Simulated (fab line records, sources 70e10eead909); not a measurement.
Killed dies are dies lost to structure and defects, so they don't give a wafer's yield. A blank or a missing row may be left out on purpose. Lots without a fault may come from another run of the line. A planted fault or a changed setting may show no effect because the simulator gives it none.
Which tool did it? | flow nand_harc | 7 lots, 21 wafers sampled, at 5 steps of a route of 1302

WHAT THE GAUGES READ, wafer by wafer
NHARC_A_M1_CD_MEAS_09: target cd 120 nm.
lot  | measured     | on        | cd_nm (nm)
L539 | day 23 11:32 | cd_sem-03 | 119.2 119.4 120.6
L540 | day 24 01:13 | cd_sem-02 | 120.2 119.8 120.4
L543 | day 25 16:48 | cd_sem-01 | 119.8 119.5 120.2
L553 | day 29 04:25 | cd_sem-03 | 104.7 104.6 105.5 104.3 104.1 105.0
L556 | day 30 03:19 | cd_sem-02 | 119.6 120.0 120.3
L558 | day 31 14:59 | cd_sem-03 | 119.0 120.3 119.4
L561 | day 32 03:29 | cd_sem-02 | 119.1 120.0 119.8

WHICH TOOL RAN EACH LOT (tool, then ch and the chambers of the sampled wafers, then the start)
lot  | NHARC_A_BLC_STRIP_21               | NHARC_A_BLC_CMP_25            | NHARC_A_M0_ETCH_15                            | NHARC_A_M1_EXPOSE_06
L539 | rie_diel-06 ch 1,2, day 23 04:55   | cmp-02 ch 1,2, day 23 06:19   | rie_diel-07 ch 1,2,3, day 23 11:24 or earlier | arfi_scanner-03 ch 0, day 23 11:24
L540 | rie_diel-09 ch 0,2,3, day 23 18:16 | cmp-02 ch 0,1,2, day 23 19:40 | rie_diel-05 ch 0,1,3, day 24 01:05 or earlier | arfi_scanner-01 ch 0, day 24 01:05
L543 | rie_diel-06 ch 0,1,2, day 25 10:16 | cmp-04 ch 0,1,3, day 25 11:44 | rie_diel-07 ch 0,1,2, day 25 16:40 or earlier | arfi_scanner-03 ch 0, day 25 16:40
L553 | rie_diel-09 ch 0,2, day 28 21:33   | cmp-01 ch 0,1,2, day 28 22:57 | rie_diel-01 ch 0,1,3, day 29 04:16 or earlier | arfi_scanner-01 ch 0, day 29 04:16
L556 | rie_diel-08 ch 1,2,3, day 29 20:37 | cmp-02 ch 0,1, day 29 22:01   | rie_diel-05 ch 2,3, day 30 03:10 or earlier   | arfi_scanner-03 ch 0, day 30 03:10
L558 | rie_diel-06 ch 0,2,3, day 31 07:45 | cmp-02 ch 1,2, day 31 09:35   | rie_diel-07 ch 0,1,3, day 31 14:50 or earlier | arfi_scanner-02 ch 0, day 31 14:50
L561 | rie_diel-08 ch 1,2,3, day 31 20:46 | cmp-01 ch 0,2,3, day 31 22:12 | rie_diel-05 ch 2,3, day 32 03:21 or earlier   | arfi_scanner-02 ch 0, day 32 03:21
- NHARC_A_BLC_STRIP_21: strips in O2.
- NHARC_A_BLC_CMP_25: polishes, t overpolish 30 s, target thk 150 nm.
- NHARC_A_M0_ETCH_15: etches the open film in C4F8/Ar, target depth 150 nm, overetch 15 nm, time 82.5 s.
- NHARC_A_M1_EXPOSE_06: exposes mask A M1, target cd 120 nm.

THE ANSWER, worked out from the rows above alone
Rule: what is usual is taken from the lots themselves. Put in order of their means at a reading, lots are off if they are a third of the lots or fewer, leave a main group of 4 or more, and stand apart from it by a gap of 3 or more times the standard deviation of the main group's means; of several such gaps the widest counts. A main group whose means are all the same, to the digits that the tables above print for the reading, isn't used. A lot without any number at a reading at which 4 lots or more have one is off too. The other lots that the step has rows for count as sound.
Off: L553, at NHARC_A_M1_CD_MEAS_09 (cd_nm). The main group: mean 119.8 nm, standard deviation 0.19.
A tool fits if, at a process step before that reading, it ran every lot that is off, and no sound lot after the first of them. The gauges at NHARC_A_M1_CD_MEAS_09 are tried like those tools. NHARC_A_M0_ETCH_15 gives no start for some lots, so the hours and the order of its lots are those of NHARC_A_M1_EXPOSE_06. Can't be told from this: 3 tools fit, rie_diel-09 at NHARC_A_BLC_STRIP_21, rie_diel-01 at NHARC_A_M0_ETCH_15, arfi_scanner-01 at NHARC_A_M1_EXPOSE_06.

WHAT THE SIMULATOR HAD PUT IN
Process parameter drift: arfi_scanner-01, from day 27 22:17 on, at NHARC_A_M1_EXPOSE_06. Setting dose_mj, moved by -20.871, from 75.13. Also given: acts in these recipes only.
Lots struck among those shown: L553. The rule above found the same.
